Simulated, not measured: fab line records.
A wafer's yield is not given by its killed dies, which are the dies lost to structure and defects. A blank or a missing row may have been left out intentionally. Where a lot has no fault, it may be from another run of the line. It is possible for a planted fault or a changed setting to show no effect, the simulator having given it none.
The tool behind it: which one? :: flow nandHarc :: 6 lots, 18 wafers sampled, at 4 steps of a route of 1302

== WHAT EACH GAUGE READ, for each wafer ==
NHARC_THIN_TSV_CD_MEAS_33: the cd target is 5000 nm.
lot: L797
measured: day 24 09:27
on: cdSem-02
cdNm (nm): 5000.7 5000.1 4999.9

lot: L800
measured: day 25 03:35
on: cdSem-02
cdNm (nm): 4998.2 5001.6 5003.4

lot: L802
measured: day 26 18:09
on: cdSem-01
cdNm (nm): 4999.1 5000.3 5000.8

lot: L811
measured: day 29 23:52
on: cdSem-01
cdNm (nm): 5003.5 5001.0 5002.1

lot: L814
measured: day 30 20:03
on: cdSem-01
cdNm (nm): 5004.5 5002.0 5000.1

lot: L820
measured: day 33 16:14
on: cdSem-01
cdNm (nm): 5002.1 5000.6 5000.9

== TOOL THAT RAN EACH LOT (tool first, then ch and the chambers of the sampled wafers, then the start) ==
lot: L797
NHARC_A_STAIRCASE_ETCH_21: rieDiel-05 ch 1,2, day 15 20:44
NHARC_THIN_TSV_ETCHBACK_48: rieDiel-10 ch 0,1,3, day 24 05:56
NHARC_THIN_TSV_PRE_CLEAN_54: pvdSputter-03, day 24 08:30

lot: L800
NHARC_A_STAIRCASE_ETCH_21: rieDiel-12 ch 0,1, day 17 04:26
NHARC_THIN_TSV_ETCHBACK_48: rieDiel-10 ch 0,1, day 24 23:47
NHARC_THIN_TSV_PRE_CLEAN_54: pvdSputter-01, day 25 02:32

lot: L802
NHARC_A_STAIRCASE_ETCH_21: rieDiel-12 ch 0,1,2, day 18 00:24
NHARC_THIN_TSV_ETCHBACK_48: rieDiel-02 ch 0,1,3, day 26 14:29
NHARC_THIN_TSV_PRE_CLEAN_54: pvdSputter-02, day 26 17:05

lot: L811
NHARC_A_STAIRCASE_ETCH_21: rieDiel-12 ch 1,3, day 21 22:04
NHARC_THIN_TSV_ETCHBACK_48: rieDiel-01 ch 0,2,3, day 29 20:05
NHARC_THIN_TSV_PRE_CLEAN_54: pvdSputter-02, day 29 22:44

lot: L814
NHARC_A_STAIRCASE_ETCH_21: rieDiel-05 ch 1,2,3, day 22 21:28
NHARC_THIN_TSV_ETCHBACK_48: rieDiel-02 ch 1,2, day 30 16:31
NHARC_THIN_TSV_PRE_CLEAN_54: pvdSputter-01, day 30 19:07

lot: L820
NHARC_A_STAIRCASE_ETCH_21: rieDiel-05 ch 0,1,2, day 25 03:36
NHARC_THIN_TSV_ETCHBACK_48: rieDiel-02 ch 0,1,2, day 33 12:28
NHARC_THIN_TSV_PRE_CLEAN_54: pvdSputter-01, day 33 15:19
- NHARC_A_STAIRCASE_ETCH_21: etches the open film in C4F8/O2, target depth 100 nm, time 40.5 s.
- NHARC_THIN_TSV_ETCHBACK_48: etches the open film in C4F8/Ar, target depth 1028.5 nm, time 405.17 s.
- NHARC_THIN_TSV_PRE_CLEAN_54: time 30 s.

== THE ANSWER, worked out from the rows above alone ==
Rule: the usual values come from the lots themselves. The widest of any qualifying gaps counts: lots, ordered by their means at a reading, are off when they make up no more than a third of the lots, leave a main group of 4 or more, and stand apart from it by 3 or more times the standard deviation of that group's means. If all means in a main group match to the digits the tables above print for the reading, that group is not used. A lot without any number at a reading at which 4 lots or more have one is off too. Where the step has rows for the other lots, those lots are counted as sound.
No lot is off on any of the readings shown, so nothing can be concluded from this.

== WHAT HAD BEEN PUT IN BY THE SIMULATOR ==
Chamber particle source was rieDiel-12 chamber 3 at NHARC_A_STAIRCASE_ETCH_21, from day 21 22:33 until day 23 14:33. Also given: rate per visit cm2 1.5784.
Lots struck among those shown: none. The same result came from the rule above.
